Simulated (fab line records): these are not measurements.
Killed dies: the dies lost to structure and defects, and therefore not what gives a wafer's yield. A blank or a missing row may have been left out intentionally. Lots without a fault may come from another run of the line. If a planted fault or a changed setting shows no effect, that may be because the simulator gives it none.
Matching of chambers    flow n5_finfet    rie_si-05 running N5_FIN_SAQP_ETCH_65: 4 sister chambers
The step etches SiO2 in CF4, target depth 4 nm, time 4.4 s. 16 wafers are shown with their chamber, then 8 later ones without.

## WAFERS PAIRED WITH THEIR CHAMBERS
wafer   chamber  throttle_valve_pct (%)  drypump_motor_current_A (A)  oes_product_au (a.u.)
L078.1  0        21.75                   5.6                          1.010
L078.3  2        21.69                   6.3                          1.006
L078.5  3        22.23                   6.1                          1.012
L081.1  3        22.23                   6.1                          1.028
L081.3  2        21.68                   6.4                          1.008
L081.6  1        21.56                   5.6                          0.992
L089.1  2        21.69                   6.3                          1.007
L089.3  1        21.56                   5.6                          0.994
L089.4  3        22.23                   6.1                          1.023
L090.4  1        21.57                   5.6                          0.983
L090.5  2        21.69                   6.3                          1.005
L090.6  3        22.23                   6.1                          1.007
L092.4  0        21.76                   5.6                          1.010
L092.5  3        22.22                   6.1                          1.023
L092.6  2        21.69                   6.3                          1.001
L094.1  3        22.25                   6.1                          1.017

SIGNATURES (means of the wafers above)
reading                  chamber 0  chamber 1  chamber 2  chamber 3  scatter within a chamber
throttle_valve_pct       21.7550    21.5633    21.6880    22.2317    0.00753
drypump_motor_current_A  5.600      5.600      6.320      6.100      0.0258
oes_product_au           1.01000    0.98967    1.00540    1.01833    0.00581
Rule: a wafer lies at a distance from a chamber equal to the root of the sum of squares, over the readings, of (its reading less the chamber's mean, divided by the reading's scatter). The wafer belongs to the nearest chamber; if the next one is less than 2 further off, it can't be placed. The scatter: take each reading less its chamber's mean, square it, sum over the shown wafers, divide by the number of wafers less the number of chambers, and take the root.

## WAFERS MISSING THEIR CHAMBER
wafer   throttle_valve_pct (%)  drypump_motor_current_A (A)  oes_product_au (a.u.)
L094.2  21.56                   5.6                          0.987
L094.3  21.74                   5.6                          1.004
L095.1  22.23                   6.1                          1.018
L095.3  21.75                   5.6                          1.011
L095.5  21.75                   5.6                          1.010
L096.1  21.55                   5.6                          0.995
L096.5  21.56                   5.6                          0.996
L096.6  21.74                   5.6                          1.002

## WHICH CHAMBER EACH ONE RAN IN
wafer   from the rows above  in truth
L094.2  1                    1
L094.3  0                    0
L095.1  3                    3
L095.3  0                    0
L095.5  0                    0
L096.1  1                    1
L096.5  1                    1
L096.6  0                    0
Correctly placed: 8 of 8. Can't be placed from these rows: 0. Number placed wrongly: 0.
